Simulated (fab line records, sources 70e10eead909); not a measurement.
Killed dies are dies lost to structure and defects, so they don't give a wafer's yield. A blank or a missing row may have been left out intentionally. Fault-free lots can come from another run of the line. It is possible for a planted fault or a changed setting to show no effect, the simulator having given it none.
fab line records | flow nand_harc
[record] lots = 5 wafers = 15 last_day = 24
route steps=1159 shown A_CONTACT@941 A_BLC@964 END@1159
lots that met no fault: taken from a fault-free run of the same line
start_h: hours from the record's first day to the start of the lot's first wafer shown | wait_h: hours from the lot's prior step to this one | " as in the row above | L1.1+2: a single row standing in for several wafers | - no value, or no start given | * or withheld: withheld | < > ~ a bound
route shown NAME@n: a module of which the file shows steps, and the number in the route of the first | usual: mean and standard deviation over wafers with no fault | same: alike in all rows | chamber/n: place in a boat | sites: per-site readings | _std_site: standard deviation of those values | _edge_site: the outer-site mean with the inner-site mean subtracted | radius_mm: how far each site lies from the wafer's centre | mask NAME#n: copy n | behind: the tool/chamber that last shaped the wafer | hold: cause of the lot's hold/its duration in hours/its outcome | device: the n, p or np transistor that did not switch | end of line: at the end of the route, the tests of the same wafers | where a step has no rows: the recipe by itself | killed: dies lost to structure and defects at the first sort, not the wafer's yield | map: a wafer's dies, x killed, . not, _ none there
set.NAME: the run value of the setting; set.NAME@STEP: its run value at that earlier step | model.NAME: the simulator's own value behind a step, which no gauge read
lots at some steps of the route; a table a step, a row a wafer
services: the hour from which a tool's chamber was out of use, counted from the record's first day as start_h (under 0 if before that day), plus the number of hours and why
[[steps]]
[step NHARC_A_CONTACT_ETCH_30]
[recipe] target_depth_a = 605 time_s = 30.2 cf4_flow_sccm = 100 chf3_flow_sccm = 30 ar_flow_sccm = 0 rf_w = 500 bias_w = 200 chemistry = CF4/CHF3
[usual] chamber_pressure_mTorr = 25.001/0.021 chf3_flow_sccm = 30.01/0.095 drypump_motor_current_A = 5.8/0.31 oes_product_au = 0.937/0.024 rf_vpp_V = 370.7/2.7 showerhead_plenum_p_Torr = 1.58/0.08 throttle_valve_pct = 16.803/0.0091
// columns lot.wafer tool chamber start_h wait_h chamber_pressure_mTorr chf3_flow_sccm drypump_motor_current_A oes_product_au rf_hours_counter_h rf_vpp_V showerhead_plenum_p_Torr throttle_valve_pct
L822.3 rie_diel-03 0 - - 24.977 29.88 6.1 0.924 57 368.1 1.51 16.791
L822.5 " 2 " " 25.002 29.91 5.9 0.917 - 367.6 1.46 16.804
L822.4 " 0 " " 25.001 29.92 6.1 0.913 - 368.0 1.51 16.812
L823.1 rie_diel-06 3 - - 24.970 30.02 6.0 0.916 31 367.7 1.46 16.808
L823.3 " 0 " " 24.969 30.08 5.4 0.905 22 368.6 1.50 16.793
L823.6 " 1 " " 24.973 29.82 5.8 0.907 - 370.4 1.57 16.798
L828.4 rie_diel-03 1 - - 25.015 29.96 6.3 0.947 19 369.0 1.52 16.800
L828.2 " 2 " " 25.003 29.94 5.9 0.969 20 374.0 1.70 16.804
L828.3 " 0 " " 25.029 29.87 6.1 0.967 21 367.3 1.51 16.827
L839.4 rie_diel-06 1 - - 24.979 29.87 5.8 0.934 11 370.3 1.56 16.796
L839.2 " 0 " " 25.000 29.97 5.4 0.928 12 368.4 1.50 16.794
L839.6 " 2 " " 25.037 30.20 5.6 0.940 - 371.7 1.64 16.788
L840.3 rie_diel-06 2 - - 25.001 30.06 5.6 0.919 12 373.0 1.64 16.809
L840.1 " 0 " " 24.964 30.10 5.4 0.924 17 369.2 1.50 16.805
L840.6 " 2 " " 25.025 30.04 5.6 0.924 - 374.2 1.64 16.795
[step NHARC_A_CONTACT_ETCH_31]
[recipe] target_depth_a = 20000 over_etch_frac = 0.3 time_s = 520 ion_energy_ev = 150 o2_flow_sccm = 400 cos_flow_sccm = 20 ar_flow_sccm = 0 rf_w = 500 bias_w = 300 chemistry = O2/COS
[step NHARC_A_CONTACT_ETCH_134]
[recipe] source_w = withheld pressure_mtorr = 20 bias_v = withheld time_s = 140 target_depth_a = 7000 ar_flow_sccm = withheld c4f8_flow_sccm = withheld o2_flow_sccm = withheld chemistry = C4F8/O2/Ar
[usual] chamber_pressure_mTorr = 20.001/0.018 oes_air_line_au = 1.004/0.019
// columns lot.wafer tool chamber start_h wait_h chamber_pressure_mTorr oes_air_line_au rf_hours_counter_h
L822.3 har_cap_etch-03 1 392.27 - 19.981 0.977 -
L822.4 " 0 " " 19.984 0.962 -
L822.5 " 0 " " 19.996 0.987 -
L823.1 har_cap_etch-02 1 399.81 - 20.007 1.032 12
L823.3 " 1 " " 20.027 1.036 -
L823.6 " 1 " " 19.998 1.038 -
L828.2 har_cap_etch-01 0 453.33 - 19.976 0.989 70
L828.3 " 0 " " 20.018 1.028 -
L828.4 " 1 " " 19.966 1.013 -
L839.2 har_cap_etch-02 1 489.09 - 19.971 1.030 24
L839.4 " 0 " " 20.014 1.023 -
L839.6 " 0 " " 20.007 1.040 -
L840.1 har_cap_etch-02 1 509.44 - 20.030 1.002 30
L840.3 " 1 " " 19.996 1.011 -
L840.6 " 1 " " 19.970 0.973 -
[step NHARC_A_CONTACT_ETCH_135]
[recipe] source_w = withheld pressure_mtorr = 20 bias_v = 3000 time_s = 132 target_depth_a = 12870 ar_flow_sccm = withheld c4f8_flow_sccm = withheld o2_flow_sccm = withheld chemistry = C4F8/O2/Ar
[step NHARC_A_CONTACT_ETCH_136]
[recipe] source_w = withheld pressure_mtorr = 20 bias_v = 3000 time_s = 132 target_depth_a = 12870 ar_flow_sccm = withheld c4f8_flow_sccm = withheld o2_flow_sccm = withheld chemistry = C4F8/O2/Ar
[step NHARC_A_CONTACT_ETCH_137]
[recipe] source_w = withheld pressure_mtorr = 20 bias_v = 3000 time_s = 132 target_depth_a = 12870 ar_flow_sccm = withheld c4f8_flow_sccm = withheld o2_flow_sccm = withheld chemistry = C4F8/O2/Ar
[step NHARC_A_CONTACT_ETCH_138]
[recipe] source_w = withheld pressure_mtorr = 20 bias_v = 3000 time_s = 132 target_depth_a = 12890 ar_flow_sccm = withheld c4f8_flow_sccm = withheld o2_flow_sccm = withheld chemistry = C4F8/O2/Ar
[usual] chamber_pressure_mTorr = 20.001/0.018 oes_air_line_au = 0.998/0.02
// columns lot.wafer tool chamber start_h wait_h chamber_pressure_mTorr oes_air_line_au rf_hours_counter_h
L822.3 har_cap_etch-03 1 392.81 0.1 19.993 1.021 -
L822.4 " 0 " " 19.984 0.965 -
L822.5 " 0 " " 20.018 0.997 -
L823.1 har_cap_etch-02 1 400.36 0.1 20.000 1.010 12
L823.3 " 1 " " 20.000 1.000 -
L823.6 " 1 " " 19.993 1.005 -
L828.2 har_cap_etch-01 0 453.90 0.1 20.004 1.002 70
L828.3 " 0 " " 19.983 0.969 -
L828.4 " 1 " " 20.017 1.020 -
L839.2 har_cap_etch-02 1 489.65 0.1 20.025 0.975 25
L839.4 " 0 " " 19.993 0.997 -
L839.6 " 0 " " 20.005 1.027 -
L840.1 har_cap_etch-02 1 510.01 0.1 19.984 0.998 30
L840.3 " 1 " " 19.998 0.982 -
L840.6 " 1 " " 19.998 1.011 -
[step NHARC_A_CONTACT_ETCH_139]
[recipe] source_w = withheld pressure_mtorr = 20 bias_v = 400 time_s = 137 target_depth_a = 5900 ar_flow_sccm = withheld c4f8_flow_sccm = 11.5 o2_flow_sccm = 7.2 chemistry = C4F8/O2/Ar
[step NHARC_A_CONTACT_ETCH_92]
[recipe] target_depth_a = 400 over_etch_frac = 0.5 time_s = 85.7 ion_energy_ev = 120 ch3f_flow_sccm = 50 o2_flow_sccm = 30 ar_flow_sccm = 200 rf_w = 500 bias_w = 100 chemistry = CH3F/O2
[usual] chamber_pressure_mTorr = 25.002/0.023 drypump_motor_current_A = 5.8/0.33 oes_product_au = 0.94/0.035 rf_vpp_V = 244.5/1.9 showerhead_plenum_p_Torr = 2.47/0.13 throttle_valve_pct = 20.663/0.0084
// columns lot.wafer tool chamber start_h wait_h chamber_pressure_mTorr drypump_motor_current_A oes_product_au rf_hours_counter_h rf_vpp_V showerhead_plenum_p_Torr throttle_valve_pct
L822.4 rie_diel-13 3 393.33 0.3 25.039 6.1 1.02 38 241.6 2.28 20.659
L822.3 " 0 " " 24.993 5.9 1.00 36 244.1 2.43 20.667
L822.5 " 1 " " 25.002 5.8 1.01 - 242.5 2.33 20.675
L823.3 rie_diel-06 1 400.89 0.3 24.996 5.9 0.93 28 243.9 2.45 20.660
L823.1 " 3 " " 24.993 6.0 0.93 31 241.5 2.28 20.653
L823.6 " 0 " " 24.972 5.4 0.92 - 242.7 2.35 20.665
L828.3 rie_diel-03 0 454.41 0.3 24.955 6.1 0.92 21 243.5 2.35 20.654
L828.4 " 1 " " 25.034 6.4 0.91 20 242.2 2.36 20.662
L828.2 " 2 " " 25.037 5.9 0.93 20 246.4 2.65 20.674
L839.4 rie_diel-13 1 490.15 0.3 25.063 5.8 0.95 12 244.1 2.32 20.664
L839.2 " 3 " " 25.011 6.1 0.94 12 247.5 2.66 20.655
L839.6 " 2 " " 25.018 5.2 0.91 - 248.1 2.61 20.669
L840.3 rie_diel-06 1 510.55 0.3 24.953 5.8 0.93 16 244.5 2.44 20.659
L840.1 " 2 " " 25.020 5.6 0.93 13 247.5 2.57 20.669
L840.6 " 0 " " 24.998 5.4 0.93 - 241.8 2.34 20.675
[step NHARC_A_CONTACT_ETCH_98]
[recipe] target_depth_a = 200 over_etch_frac = 0.5 time_s = 10 ion_energy_ev = 250 c4f6_flow_sccm = 25 o2_flow_sccm = 20 ar_flow_sccm = 500 rf_w = 600 bias_w = 500 chemistry = C4F6/O2
[step NHARC_A_CONTACT_CD_MEAS_15]
[usual] cd_nm = 90.2/0.68
// columns lot.wafer tool chamber start_h wait_h cd_nm
L822.3 cd_sem-01 - 393.53 - 90.6
L822.4 " - " " 90.2
L822.5 " - " " 89.9
L823.1 cd_sem-03 - 401.26 - 89.9
L823.3 " - " " 89.1
L823.6 " - " " 89.8
L828.2 cd_sem-02 - 454.63 - 90.1
L828.3 " - " " 90.3
L828.4 " - " " 90.6
L839.2 cd_sem-02 - 490.41 - 90.3
L839.4 " - " " 89.9
L839.6 " - " " 90.8
L840.1 cd_sem-01 - 510.80 - 89.2
L840.3 " - " " 90.3
L840.6 " - " " 90.2
[step NHARC_A_CONTACT_STRIP_107]
[recipe] n2_flow_sccm = 150 h2_flow_sccm = 150 ar_flow_sccm = 0 bias_w = 0 chemistry = N2/H2
[step NHARC_A_CONTACT_STRIP_108]
[recipe] cf4_flow_sccm = 100 chf3_flow_sccm = 30 ar_flow_sccm = 0 bias_w = 0 chemistry = CF4/CHF3
// columns lot.wafer tool chamber start_h wait_h
L822.3+4+5 rie_diel-13 2,3,2 393.70 0.1
L823.3+1+6 rie_diel-06 2,0,3 401.80 0.4
L828.4+3+2 rie_diel-06 3,0,2 454.86 0.1
L839.2+4+6 rie_diel-06 2,0,2 490.57 0.1
L840.3+1+6 rie_diel-06 1,2,1 510.97 0.1
[step NHARC_A_CONTACT_STRIP_109]
[recipe] o2_flow_sccm = 400 cos_flow_sccm = 20 ar_flow_sccm = 0 bias_w = 0 chemistry = O2/COS
[step NHARC_A_CONTACT_ETCH_110]
[recipe] target_depth_a = 500 overetch_a = 50 time_s = 27.5 ion_energy_ev = 100 cf4_flow_sccm = 80 o2_flow_sccm = 20 ar_flow_sccm = 0 rf_w = 300 bias_w = 100 chemistry = CF4/O2
[step NHARC_A_CONTACT_STRIP_26]
[recipe] o2_flow_sccm = 500 ar_flow_sccm = 0 bias_w = 0 chemistry = O2
[step NHARC_A_CONTACT_STRIP_27]
[recipe] time_s = 600 temp_c = 30 chemistry = post_etch_residue_remover
[step NHARC_A_CONTACT_ALD_18]
[recipe] target_thk_a = 30 pulse_time_s = 1 ald_cycles = 150 temp_c = 450 material = TiN
[step NHARC_A_CONTACT_CVD_19]
[recipe] target_thk_a = 3000 temp_c = 300 pressure_torr = 40 wf6_flow_sccm = 40 h2_flow_sccm = 1600 ar_flow_sccm = 1560 time_s = 802 material = W
[usual] heater_power_w = 453/31 throttle_valve_pct = 8.03/0.26
// columns lot.wafer tool chamber start_h wait_h heater_power_w throttle_valve_pct
L822.3 cvd_w-01 0 - - 482 8.39
L822.4 " 1 " " 455 7.88
L822.5 " 1 " " 453 7.73
L823.1 cvd_w-01 0 - - 500 8.26
L823.3 " 0 " " 501 8.50
L823.6 " 0 " " 491 8.73
L828.2 cvd_w-01 0 - - 498 8.56
L828.4 " 0 " " 489 8.41
L828.3 " 1 " " 459 7.98
L839.2 cvd_w-01 0 - - 465 8.36
L839.4 " 0 " " 463 8.24
L839.6 " 1 " " 447 7.84
L840.1 cvd_w-02 0 - - 465 8.23
L840.3 " 1 " " 403 7.86
L840.6 " 1 " " 406 7.76
[step NHARC_A_CONTACT_CMP_20]
[recipe] t_overpolish_s = 30 target_thk_nm = 300
[step NHARC_A_CONTACT_SRD_22]
[step NHARC_A_BLC_DEHYDRATE_00]
[recipe] temp_c = 150 time_s = 120
[step NHARC_A_BLC_HMDS_01]
[recipe] time_s = 30
[step NHARC_A_BLC_COAT_02]
[recipe] temp_c = 260 time_s = 75
[step NHARC_A_BLC_COAT_03]
[recipe] temp_c = 225 time_s = 65
[step NHARC_A_BLC_COAT_04]
[recipe] spin_rpm = 1500 resist_thk_nm = 90
[step NHARC_A_BLC_SOFTBAKE_05]
[recipe] temp_c = 105 time_s = 55
[step NHARC_A_BLC_EBR_06]
[step NHARC_A_BLC_EXPOSE_07]
[recipe] na = 1.35 target_cd_nm = 100 dose_mj = 67.97 mask_id = A_BLC
[step NHARC_A_BLC_PEB_08]
[recipe] peb_temp_c = 100 peb_time_s = 65
[step NHARC_A_BLC_DEVELOP_09]
[recipe] develop_time_s = 35 dev_temp_c = 23
[step NHARC_A_BLC_CD_MEAS_10]
[recipe] target_cd_nm = 100 landing_energy_ev = 500
[usual] cd_nm = 100.2/0.69
// columns lot.wafer tool chamber start_h wait_h cd_nm
L822.3 cd_sem-03 0 400.91 - 99.3
L822.4 " 0 " " 100.4
L822.5 " 0 " " 99.5
L823.1 cd_sem-02 0 409.51 - 99.3
L823.3 " 0 " " 100.6
L823.6 " 0 " " 99.8
L828.2 cd_sem-01 0 457.63 - 100.5
L828.3 " 0 " " 98.8
L828.4 " 0 " " 100.3
L839.2 cd_sem-02 0 497.67 - 101.3
L839.4 " 0 " " 99.7
L839.6 " 0 " " 101.1
L840.1 cd_sem-02 0 514.88 - 100.8
L840.3 " 0 " " 99.8
L840.6 " 0 " " 100.2
[step NHARC_A_BLC_OVL_MEAS_11]
[usual] overlay_x_nm = 0.0/0.74 overlay_y_nm = 0.1/0.6
// columns lot.wafer tool chamber start_h wait_h overlay_x_nm overlay_y_nm
L822.3 overlay-01 - 400.99 - -0.1 0.0
L822.4 " - " " -0.5 -0.2
L822.5 " - " " -0.2 0.0
L823.1 overlay-02 - 409.60 - -0.1 0.4
L823.3 " - " " 0.5 0.0
L823.6 " - " " -0.4 0.0
L828.2 overlay-02 - 457.72 - -1.1 -0.9
L828.3 " - " " -1.5 -0.7
L828.4 " - " " -1.9 -1.7
L839.2 overlay-02 - 497.76 - -0.3 1.2
L839.4 " - " " 0.0 0.2
L839.6 " - " " -0.2 0.8
L840.1 overlay-02 - 514.97 - 0.1 -0.9
L840.3 " - " " -0.1 -0.9
L840.6 " - " " 0.2 -0.8
[step NHARC_A_BLC_DESCUM_15]
[recipe] time_s = 3 o2_flow_sccm = 200 ar_flow_sccm = 0 bias_power_w = 0 chemistry = O2
[step NHARC_A_BLC_ETCH_16]
[recipe] target_depth_a = 390 over_etch_frac = 0.3 time_s = 65 ion_energy_ev = 80 cf4_flow_sccm = 150 ar_flow_sccm = 0 rf_w = 300 bias_w = 100 chemistry = CF4
[step NHARC_A_BLC_ETCH_17]
[recipe] target_depth_a = 3900 over_etch_frac = 0.25 time_s = 609.38 ion_energy_ev = 200 n2_flow_sccm = 150 h2_flow_sccm = 150 ar_flow_sccm = 0 rf_w = 400 bias_w = 150 chemistry = N2/H2
[step NHARC_A_BLC_ETCH_18]
[recipe] target_depth_a = 9100 c4f8_flow_sccm = 20 o2_flow_sccm = 10 ar_flow_sccm = withheld rf_w = 600 bias_w = 1500 chemistry = C4F8/O2/Ar
[step NHARC_A_BLC_CD_MEAS_19]
[usual] cd_nm = 99.3/2.8
// columns lot.wafer tool chamber start_h wait_h cd_nm
L822.3 cd_sem-02 - 402.06 - 101.0
L822.4 " - " " 102.3
L822.5 " - " " 98.5
L823.1 cd_sem-02 - 410.66 - 99.3
L823.3 " - " " 97.4
L823.6 " - " " 97.7
L828.2 cd_sem-03 - 458.79 - 100.8
L828.3 " - " " 96.3
L828.4 " - " " 97.3
L839.2 cd_sem-02 - 498.83 - 101.5
L839.4 " - " " 97.3
L839.6 " - " " 100.6
L840.1 cd_sem-02 - 516.03 - 101.8
L840.3 " - " " 100.1
L840.6 " - " " 102.2
[step NHARC_A_BLC_STRIP_29]
[recipe] cf4_flow_sccm = 150 ar_flow_sccm = 0 bias_w = 0 chemistry = CF4
[step NHARC_END_SORT_01]
[recipe] temp_c = 25
[usual] killed_at_array = 24/8.7 killed_at_other = 0.8/1.2 killed_at_periphery = 3.6/2.3 killed_dies = 28/8.9 killed_open = 3.2/1.9 killed_short = 2.0/1.6
[same] gross_dies = 677
// columns lot.wafer tool chamber start_h wait_h killed_at_array killed_at_other killed_at_periphery killed_dies killed_open killed_short
L840.1 prober-01 0 569.54 2.5 92 0 3 95 4 1
// killed by level:class
L840.1 A_CONTACT:unspecified=80 A_CHANNEL_HOLE_D1:chamber_film_flake=3 A_CHANNEL_FILL_D1:chamber_film_flake=3 A_BLC:chamber_film_flake=3 P_CONTACT:geometric_particle:open=1 P_M0:geometric_particle:open=1 A_ONON_D1:geometric_particle:open=1 A_WL_FILL:geometric_particle:short=1
// map L840.1 (x killed, . not)
____________.____________
_________......._________
_______..........._______
______........x....______
_____..............._____
____.................____
____...............xx____
___...............x.xx___
___..............xxxxx___
__...............xxxxxx__
__..........xx....xxxxx__
_...............xxxxxxxx_
_..............x.xxxxxxx_
_.x.........xx.xx.xxxxxx_
_...............xxxxxxxx_
_.........x.x..x.xxxxxxx_
...............x.xxxxxxx.
.................xxxxx.xx
..............x..x.x.xxx.
....................xxxx.
.........................
_......................._
_....................x.._
_......................._
_......................._
_......................._
__.....................__
__.....................__
___...................___
___...................___
____.................____
____.................____
_____..............._____
______.............______
_______..........._______
_________......._________
____________.____________
// map L823.3 (x killed, . not)
____________.____________
_________......._________
_______..........._______
______.............______
_____..............._____
____........x........____
____.................____
___...................___
___..x................___
__x....................__
__..x.........x.....x..__
_......................._
_...x.........x........._
_...x........xx........._
_......................._
_...........xxxxx......._
...............x........x
...x........x............
............x........x...
.........................
.........................
_...x..................._
_...............x......._
_...........x..........._
_......................._
_......................._
__.....................__
__.....................__
___......x............___
___...................___
____.................____
____.................____
_____..............._____
______............x______
_______....x......_______
_________......._________
____________.____________
[[services]]
// columns tool chamber start_h hours kind
rie_diel-06 0 372.96 - clean
rie_diel-06 1 372.96 - clean
rie_diel-06 2 372.96 - clean
rie_diel-06 3 372.96 - clean
rie_diel-03 1 373.11 22.4 repair
cvd_w-02 - 379.51 13.0 pm
rie_diel-03 - 392.36 9.0 pm
rie_diel-06 0 397.46 - clean
rie_diel-06 1 397.46 - clean
rie_diel-06 2 397.46 - clean
rie_diel-06 3 397.46 - clean
cvd_w-02 0 410.45 3.2 repair
rie_diel-06 - 418.20 9.0 pm
rie_diel-06 0 418.20 9.0 vent_cycle
rie_diel-06 1 418.20 9.3 vent_cycle
rie_diel-06 2 418.20 9.0 vent_cycle
rie_diel-06 3 418.20 9.0 vent_cycle
rie_diel-06 0 427.20 - clean
rie_diel-06 2 427.20 - clean
rie_diel-13 - 453.37 9.0 pm
rie_diel-13 - 470.70 1.6 repair
cvd_w-01 - 476.98 13.0 pm
rie_diel-06 2 492.00 16.2 repair
cvd_w-02 - 510.92 0.2 repair
[[key]]
[first_sign] step = NHARC_END_SORT_01 reading = killed_at_array direction = up sigmas = 7.8 usual = 24 struck = 92
[effect] step = NHARC_END_SORT_01 reading = killed_dies direction = up sigmas = 7.5 usual = 28 struck = 95
[more_kills_born_at] NHARC_A_CONTACT_STRIP_108@rie_diel-06 = 80
met_at NHARC_A_CONTACT_STRIP_108
struck_wafers L840.1
tester_left_out L840
onset_between 490.57 510.97
[fault] kind = chamber_particle_source tool = rie_diel-06 chamber = 2 onset_h = 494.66 steps = NHARC_A_CONTACT_STRIP_108 rate_per_visit_cm2 = 1.9744 end_h = 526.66
// tester_left_out: of these lots the tester's yield and bins aren't shown, on N5 and GAA mostly nor the transistor test; their killed dies are dies lost to structure and defects alone, not to doping, threshold or leakage, so they don't give the yield
